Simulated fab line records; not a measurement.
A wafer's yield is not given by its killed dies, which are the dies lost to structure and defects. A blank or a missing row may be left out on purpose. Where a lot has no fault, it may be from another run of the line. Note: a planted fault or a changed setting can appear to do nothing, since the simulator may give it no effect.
A lot that was struck, set against a sound lot -- flow n5Finfet -- 16 out of 1938 route steps
Sound: the wafers L700.1, L700.2, L700.6. Struck: wafer L710.5 (left out: L710.4, L710.6 of the same lot, which were not struck); the cause appears at the end.
Each step with rows lists, per side, the tool, then ch with its chambers, then its first start. Under that, the readings that differ: sound wafers -- struck wafers -- difference of the means -- sigmas: that difference in standard deviations of wafers without a fault.
alike: readings whose means differ by less than 2 such deviations, and words and numbers that are the same on both sides. not compared: withheld readings, readings that some wafer has no value for, bounds like >300 that may hide the same value, and numbers for which the record gives no deviation and whose values overlap.
A row with sigmas, a row that says differs or no value, or rows on one side alone: a step with any of these is where the two part. Numbers that have no deviation but don't overlap get no sigmas and don't part them. Lack of a reading on every wafer of one side parts them only where that side has two or more wafers.

first, 1 step without rows for these wafers: N5_FIN_SAQP_MANDREL1_REMOVE_56 (chemistry HBr/Cl2/O2, target a-Si, stops on SiNx, bt time 10 s).
N5_FIN_SAQP_CD_MEAS_27: the cd target is 20 nm.
  sound on cdSem-01 ch 0, day 3 05:31; struck on cdSem-03 ch 0, day 5 18:44
  alike: cdNm
N5_FIN_SAQP_ETCH_57: etches SiNx in CH3F/O2, target depth 32.5 nm, time 46.4 s.
  sound on rieDiel-05 ch 2,3, day 3 05:34; struck on rieDiel-04 ch 1, day 5 18:53
reading,sound,struck,difference,sigmas
rfFwdPowerW (W),386.7 387.1 386.9,391.7,+4.8,+3
  alike: O2_flow_sccm, drypumpMotorCurrentA, etchRfOnTimeS, oesProductAu, rfVppV, showerheadPlenumPTorr, throttleValvePct
  not compared: rfHoursCounterH
then, 2 steps without rows for these wafers: N5_FIN_SAQP_ETCH_65 (etches SiO2 in CF4, target depth 4 nm, time 4.4 s); N5_FIN_SAQP_MANDREL_ETCH_58 (etches a-Si in HBr/Cl2, stops on SiNx, target depth 45 nm, bt time 10 s, time 27 s).
N5_FIN_SAQP_RECESS_63: chemistry HF/NH3, target SiO2, target depth 18 nm, afs cycles 3, sublimation time 60 s.
  sound on vaporEtch-02 ch 0,1, day 3 05:47; struck on vaporEtch-01 ch 1, day 5 19:14
  alike: drypumpMotorCurrentA, sublimationTempC, tempC
then, 1 step without rows for these wafers: N5_FIN_SAQP_COAT_68 (time 60 s, resist thk 100 nm).
N5_FIN_SAQP_ETCH_69: etches SOC in N2/H2, stops on SiNx, target depth 150 nm.
  sound on rieDiel-05 ch 0,3, day 3 06:14; struck on rieDiel-06 ch 2, day 5 19:34
  alike: drypumpMotorCurrentA, oesProductAu, rfFwdPowerW, rfVppV, showerheadPlenumPTorr, throttleValvePct
  not compared: rfHoursCounterH
then, 1 step without rows for these wafers: N5_FIN_SAQP_ETCH_67 (etches SiNx in CH3F/O2, target depth 30 nm).
N5_FIN_SAQP_STRIP_70: strips in N2/H2.
  sound on rieDiel-05 ch 0,3, day 3 06:20; struck on rieDiel-06 ch 2, day 5 19:40
  alike: drypumpMotorCurrentA, oesProductAu, rfFwdPowerW, rfVppV, showerheadPlenumPTorr, tempC, throttleValvePct
  not compared: rfHoursCounterH
then, 2 steps without rows for these wafers: N5_FIN_SAQP_RECESS_71 (chemistry HF/NH3, target SiO2, target depth 3 nm, afs cycles 1, sublimation time 60 s); N5_FIN_SAQP_SPACER2_ALD_28 (deposits SiO2, target thk 8.1 nm, pulse time 1 s, purge time 2 s).
N5_FIN_SAQP_SPACER2_ETCHBACK_29: etches SiO2 in CHF3/O2, target depth 12.2 nm, time 6.1 s.
  sound on rieDiel-05 ch 0,2,3, day 3 06:53; struck on rieDiel-05 ch 1, day 5 20:20
reading,sound,struck,difference,sigmas
oesProductAu (a.u.),0.82 0.70 0.96,1.20,+0.37,+4
  alike: O2_flow_sccm, drypumpMotorCurrentA, rfFwdPowerW, rfVppV, showerheadPlenumPTorr, throttleValvePct
  not compared: rfHoursCounterH
N5_FIN_SAQP_MANDREL2_REMOVE_60: chemistry HBr/Cl2/O2, target a-Si, stops on SiNx, bt time 10 s.
  sound on rieSi-01 ch 0,1,3, day 3 06:58; struck on rieSi-03 ch 0, day 5 20:25
reading,sound,struck,difference,sigmas
rfFwdPowerW (W),595.2 599.8 599.3,593.4,-4.7,-2
  alike: O2_flow_sccm, drypumpMotorCurrentA, mfcCl2Sccm, oesProductAu, throttleValvePct
  not compared: rfHoursCounterH
-- a jump in the record: the struck wafers' starts before and after are 6 days apart (it breaks off in module FIN_SAQP and resumes in module BEOL_M4, where the first step shown is number 1111 of the route) --
N5_BEOL_M4_RC_MEAS_101:
  sound on prober-02 ch 0, day 9 02:13; struck on prober-01 ch 0, day 11 09:34
reading,sound,struck,difference,sigmas
DIBL_N (mV/V),37.8 34.2 37.5,31.0,-5.5,-3
DIBL_P (mV/V),37.4 34.7 37.7,31.5,-5.1,-3
ION_P (uA/um),459 459 462,442,-18,-2
VT_P (mV),-251 -253 -248,-261,-10,-3
  alike: IOFF_N, IOFF_P, ION_N, SS_N, SS_P, VT_N
following that, these wafers have no rows for 1 step: N5_PASSIVATION_PROBE_49.

WHERE THEY PART
At N5_FIN_SAQP_ETCH_57 first; at N5_BEOL_M4_RC_MEAS_101 last (within this record only).

WHY: what the simulator had put in
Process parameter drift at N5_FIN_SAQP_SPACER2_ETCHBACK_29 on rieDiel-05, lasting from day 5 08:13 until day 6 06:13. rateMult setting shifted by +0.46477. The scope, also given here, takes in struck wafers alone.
